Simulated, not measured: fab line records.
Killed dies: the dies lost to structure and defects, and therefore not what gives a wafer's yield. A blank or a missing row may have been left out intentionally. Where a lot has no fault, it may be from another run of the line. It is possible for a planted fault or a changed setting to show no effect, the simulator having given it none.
Matching of chambers | flow n5-finfet | 4 sister chambers for N5_BEOL_M14_DESCUM_33 on rie-diel-06
The step chemistry O2, time 7.9 s. 8 wafers are shown with their chamber, then 10 later ones without.

== WAFERS, EACH WITH ITS CHAMBER ==
wafer  | chamber | drypump-motor-current-A (A) | showerhead-plenum-p-Torr (Torr)
L082.3 | 3       | 6.5                         | 1.98
L082.4 | 0       | 5.0                         | 2.16
L082.6 | 2       | 5.7                         | 2.23
L085.1 | 3       | 6.4                         | 1.97
L085.2 | 2       | 5.6                         | 2.22
L085.3 | 1       | 5.4                         | 2.07
L088.2 | 0       | 5.0                         | 2.16
L088.3 | 1       | 5.4                         | 2.07

== WAFERS MISSING THEIR CHAMBER ==
wafer  | drypump-motor-current-A (A) | showerhead-plenum-p-Torr (Torr)
L088.5 | 5.7                         | 2.22
L087.1 | 6.4                         | 1.97
L087.5 | 5.4                         | 2.07
L087.6 | 5.0                         | 2.16
L093.2 | 6.5                         | 2.23
L093.5 | 5.7                         | 2.22
L093.6 | 6.4                         | 2.23
L095.1 | 6.4                         | 2.23
L095.2 | 5.4                         | 2.06
L095.6 | 5.6                         | 2.22

== WHICH CHAMBER EACH ONE RAN IN ==
wafer  | from the rows above | in truth
L088.5 | 2                   | 2
L087.1 | 3                   | 3
L087.5 | 1                   | 1
L087.6 | 0                   | 0
L093.2 | 2                   | 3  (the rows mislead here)
L093.5 | 2                   | 2
L093.6 | 2                   | 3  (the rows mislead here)
L095.1 | 2                   | 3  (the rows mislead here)
L095.2 | 1                   | 1
L095.6 | 2                   | 2
Correctly placed: 7 of 10. Can't be placed from these rows: 0. Wrongly placed: 3.
How it was worked out, from the rows above alone: a wafer's distance from a chamber is the root of the sum, over the readings, of the square of ((its reading less the chamber's mean) divided by the reading's scatter). The wafer belongs to the nearest chamber; if the next one is less than 2 further off, it can't be placed. A chamber's mean is the mean of its shown wafers. How the scatter is found: for the shown wafers, subtract from each reading the mean of its chamber, square and add these, divide the total by (wafers less chambers), then take the root.
